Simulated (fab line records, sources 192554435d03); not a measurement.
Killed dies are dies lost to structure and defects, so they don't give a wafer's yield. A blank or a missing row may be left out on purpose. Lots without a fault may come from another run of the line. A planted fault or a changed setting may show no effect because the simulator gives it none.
A struck lot beside a sound one | flow n5_finfet | 41 steps out of a route of 1938
Sound: wafers L825.1, L825.5, L825.6. Struck: wafer L832.2. (L832.1, L832.4 of the same lot were not struck and are left out.) The cause comes at the end.
At each step with rows: each side's tool, then ch and its chambers, then its first start. Under that, the readings that differ: sound wafers | struck wafers | difference of the means | sigmas: that difference in standard deviations of wafers without a fault.
alike: readings whose means differ by less than 2 such deviations, and words and numbers that are the same on both sides. not compared: withheld readings, readings that some wafer has no value for, bounds like >300 that may hide the same value, and numbers for which the record gives no deviation and whose values overlap.
The two part at a step that has a row with sigmas, a row that says differs or no value, or rows on one side only. Numbers that don't overlap but have no deviation are shown without sigmas and don't part them. A reading that every wafer of one side lacks parts them only if that side has two wafers or more.

first, 4 steps without rows for these wafers: N5_BEOL_M7_STRIP_36 (strips in N2/H2); N5_BEOL_M7_TRENCH_ETCH_37 (etches SiCOH lowk in C4F6/O2, target depth 93.478 nm, time 31.2 s); N5_BEOL_M7_ETCH_41 (etches SiCN in CH3F/O2, target depth 31.9 nm, time 57.8 s); N5_BEOL_M7_STRIP_80 (strips in N2/H2, time 10 s).
N5_BEOL_M7_OCD_MEAS_38:
  sound on ocd-02, day 9 00:17; struck on ocd-01, day 10 23:13
  reading              | sound          | struck | difference | sigmas
  trench_depth_nm (nm) | 95.1 93.8 94.3 | 91.3   | -3.1       | -3
then, 4 steps without rows for these wafers: N5_BEOL_M7_HM_STRIP_39 (strips TiN in peroxide tin strip, target depth 25 nm, time 158 s); N5_BEOL_M7_SRD_40 (time 30 s); N5_BEOL_M7_PRECLEAN_42 (cleans in residue remover, time 60 s); N5_BEOL_M7_SRD_43 (time 30 s).
N5_BEOL_M7_CD_MEAS_35: target cd 40 nm.
  sound on cd_sem-03, day 9 00:26; struck on cd_sem-03, day 10 23:22
  alike: cd_nm
then, 2 steps without rows for these wafers: N5_BEOL_M7_CURE_75 (cures SiCOH lowk, time 120 s); N5_BEOL_M7_DEGAS_44 (time 60 s).
N5_BEOL_M7_PRE_CLEAN_45: time 30 s.
  sound on pvd_sputter-03, day 9 01:01; struck on pvd_sputter-01, day 10 23:47
  alike: heater_power_w
then, 3 steps without rows for these wafers: N5_BEOL_M7_ALD_77 (deposits TaN, target thk 2 nm, pulse time 2 s, purge time 3 s); N5_BEOL_M7_SURFACE_TREAT_79; N5_BEOL_M7_CVD_78 (deposits Co from CCTBA/H2, target thk 2 nm, time 142.3 s).
N5_BEOL_M7_SPUTTER_48: material Cu, target thk 10 nm, time 1.667 s.
  sound on pvd_sputter-03, day 9 01:35; struck on pvd_sputter-02, day 11 01:55
  alike: chuck_sensor_temp_C, throttle_valve_pct
then, 3 steps without rows for these wafers: N5_BEOL_M7_ECD_50 (material Cu, target thk 300 nm); N5_BEOL_M7_ANNEAL_51 (time 90 s); N5_BEOL_M7_CMP_52 (polishes, stops on SiCOH lowk, t overpolish 6.9 s, target thk 80 nm).
N5_BEOL_M7_THK_MEAS_53: measures by xrf.
  sound on film_metro-02, day 9 02:23; struck on film_metro-01, day 11 02:53
  alike: M7_THK
then, 1 step without rows for these wafers: N5_BEOL_M7_PRE_CLEAN_55 (time 15 s).
N5_BEOL_M7_DEP_56: deposits SiCN from 3MS/NH3, target thk 10 nm, time 17.5 s.
  sound on pecvd-01 ch 0,1,2, day 9 02:27; struck on pecvd-01 ch 1, day 11 02:58
  alike: showerhead_plenum_p_Torr, showerhead_vpp_V, throttle_valve_pct
  not compared: since_wet_clean_h
N5_BEOL_M7_RS_MEAS_57: measures by four-point-probe.
  sound on film_metro-02, day 9 02:31; struck on film_metro-02, day 11 03:01
  alike: M7_RS
then, 1 step without rows for these wafers: N5_BEOL_M8_ILD_DEP_00 (deposits SiCOH lowk from DEMS/porogen, target thk 179.75 nm, time 33.4 s).
N5_BEOL_M8_CURE_74: cures SiCOH lowk, time 240 s.
  sound on uv_cure-02 ch 0, day 9 02:39; struck on uv_cure-01 ch 2, day 11 03:09
  alike: lamp_power_pct, wafer_temp_C_max
N5_BEOL_M8_THK_MEAS_01:
  sound on film_metro-02, day 9 03:10; struck on film_metro-01, day 11 03:40
  alike: M8_ILD_THK
N5_BEOL_M8_PECVD_70: deposits SiO2 from TEOS/O2, target thk 20 nm, time 22.7 s.
  sound on pecvd-03 ch 0,1,2, day 9 03:12; struck on pecvd-03 ch 0, day 11 03:42
  alike: heater_power_w, showerhead_plenum_p_Torr, showerhead_vpp_V, throttle_valve_pct
  not compared: since_wet_clean_h
N5_BEOL_M8_HM_DEP_02: deposits TiN, target thk 20 nm.
  sound on pvd_sputter-03, day 9 04:43; struck on pvd_sputter-02, day 11 05:18
  alike: throttle_valve_pct
then, 8 steps without rows for these wafers: N5_BEOL_M8_COAT_59 (time 60 s, resist thk 100 nm); N5_BEOL_M8_COAT_60 (time 60 s, resist thk 35 nm); N5_BEOL_M8_COAT_05 (resist thk 90 nm); N5_BEOL_M8_EBR_07; N5_BEOL_M8_SOFTBAKE_06 (time 60 s); N5_BEOL_M8_EXPOSE_08 (exposes mask M8); N5_BEOL_M8_PEB_09 (peb time 60 s); N5_BEOL_M8_DEVELOP_10 (develop time 30 s).
N5_BEOL_M8_CD_MEAS_11: target cd 38.5 nm.
  sound on cd_sem-02 ch 0, day 9 05:13; struck on cd_sem-03 ch 0, day 11 05:48
  alike: cd_nm
N5_BEOL_M8_OVL_MEAS_12:
  sound on overlay-01 ch 0, day 9 05:14; struck on overlay-01 ch 0, day 11 05:50
  alike: M8_OVL
then, 1 step without rows for these wafers: N5_BEOL_M8_DESCUM_16 (chemistry O2, time 7.9 s).
-- the record jumps here: 3 days lie between the struck wafers' starts before and after (it left off in module BEOL_M8 and takes up again in module PASSIVATION, whose first step shown is number 1936 of the route) --
N5_PASSIVATION_PROBE_49:
  the record has rows for the struck wafers here (prober-02, day 14 03:47) and none for the sound ones

WHERE THEY PART
First at N5_BEOL_M7_OCD_MEAS_38; last, within this record, at N5_PASSIVATION_PROBE_49.

WHY: what the simulator had put in
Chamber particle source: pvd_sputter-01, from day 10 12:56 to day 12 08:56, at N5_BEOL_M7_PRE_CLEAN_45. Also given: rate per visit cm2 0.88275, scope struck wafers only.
